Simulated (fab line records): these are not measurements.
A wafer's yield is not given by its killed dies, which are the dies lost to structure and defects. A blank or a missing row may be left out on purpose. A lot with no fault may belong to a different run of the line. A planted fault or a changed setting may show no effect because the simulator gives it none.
Split-lot study -- flow n5-finfet -- 21 wafers read across 7 lots, on a route 1938 steps long

## SPLIT DETAILS
At N5_BEOL_M12_COAT_58 (time 60 s, resist thk 89 nm), the setting spin-rpm was moved away from the recipe's 1500 rpm on 9 of the 21 wafers read, by -10.0% to +9.7%. This setting was run at the recipe's value on the other wafers.

## FROM THE SPLIT TO THE READING: what the file shows between them, 3 steps
- N5_BEOL_M12_COAT_04: resist thk 400 nm
- N5_BEOL_M12_EBR_06
- N5_BEOL_M12_DESCUM_15: chemistry O2, time 7.9 s

## THE READING
etch.depth-nm (the simulator's own value, which no gauge read), in nm, at N5_BEOL_M12_ETCH_59 (etches BARC in N2/H2, target depth 89 nm, overetch 26.7 nm, time 67.9 s). There is no usual value for it anywhere in the file. Across the 12 wafers here that went through the recipe, the average is 88.98 nm and the standard deviation 0.3 nm.

wafer,"tool, chamber at the split","spin-rpm as run, rpm",against the recipe,"etch.depth-nm, nm",against lot-mates on the recipe
L074.2,"litho-track-02, 0",1500,recipe,89.17,-
L074.4,"litho-track-02, 0",1500,recipe,89.19,-
L074.6,"litho-track-02, 0",1452,-3.2%,90.98,+1.80
L076.1,"litho-track-01, 0",1646,+9.7%,85.1,-4.12
L076.2,"litho-track-01, 0",1500,recipe,89.22,-
L076.4,"litho-track-01, 0",1646,+9.7%,85.16,-4.06
L077.1,"litho-track-01, 0",1350,-10.0%,93.42,+4.84
L077.2,"litho-track-01, 0",1350,-10.0%,93.25,+4.67
L077.6,"litho-track-01, 0",1500,recipe,88.58,-
L085.1,"litho-track-04, 0",1607,+7.1%,85.68,no lot-mate on the recipe
L085.5,"litho-track-04, 0",1607,+7.1%,85.89,no lot-mate on the recipe
L085.6,"litho-track-04, 0",1607,+7.1%,86.13,no lot-mate on the recipe
L089.1,"litho-track-02, 0",1500,recipe,89.07,-
L089.3,"litho-track-02, 0",1500,recipe,89.19,-
L089.6,"litho-track-02, 0",1500,recipe,89.15,-
L096.1,"litho-track-02, 0",1500,recipe,89.27,-
L096.4,"litho-track-02, 0",1500,recipe,89.02,-
L096.5,"litho-track-02, 0",1500,recipe,89.03,-
L095.1,"litho-track-04, 0",1500,recipe,88.5,-
L095.2,"litho-track-04, 0",1443,-3.8%,90.23,+1.80
L095.6,"litho-track-04, 0",1500,recipe,88.37,-

THE FIT
A straight line over all 21 wafers: etch.depth-nm changes by -0.423 nm for each +1% of spin-rpm; r = -0.99; the points scatter about the line by 0.31 nm.
The same after taking each lot's own level away (the mean of its wafers on the recipe; 18 wafers): -0.451 nm for each +1%; r = -1.00; scatter 0.15 nm.
According to that fit, moving spin-rpm by its largest amount changes the reading by 4.5 nm.
Across the lots, their own levels run from 88.435 to 89.220 nm, a range of 2.6 times the standard deviation given above.
So the lot-to-lot level changes the slope little: the two slopes agree.
Check: with one of the wafers moved furthest among these (-10.0%) left out of the fit, the line predicts +4.5 nm for it against its lot-mates. Against them it came out at +4.84 nm.

## OTHER SPLITS ON THESE WAFERS
These wafers also went through other splits before the reading. Each is held against what the fit with the lots' levels taken away leaves over:
other split on the same wafers,wafers away from the commonest value,r with etch.depth-nm (lot level and that fit taken away)
N5_BEOL_M9_COAT_75 spin-rpm,9,+0.27
N5_BEOL_M10_ILD_DEP_00 time-s,5,-0.07
N5_BEOL_M11_PECVD_70 temp-c,9,+0.13
N5_BEOL_M11_COAT_05 spin-rpm,7,-0.28

## THE WHOLE CHAIN: every reading that the file lists as answering this split, in the file's order
step,what it does,reading,change (the file's fit),r (the file's)
N5_BEOL_M12_COAT_58,"time 60 s, resist thk 89 nm","BARC_of_BEOL_M12_COAT_58.thk-nm (the simulator's own value, which no gauge read)",-0.452 nm for each +1% of the setting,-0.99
N5_BEOL_M12_ETCH_59,"etches BARC in N2/H2, target depth 89 nm, overetch 26.7 nm, time 67.9 s","etch.depth-nm (the simulator's own value, which no gauge read)",-0.455 nm for each +1% of the setting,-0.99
N5_BEOL_M12_STRIP_64,strips in N2/H2,strip-time-to-endpoint-s,withheld for each +1% of the setting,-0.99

## THE FILE'S OWN FIT
etch.depth-nm changes by -0.455 nm for each +1% of spin-rpm, r = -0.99.
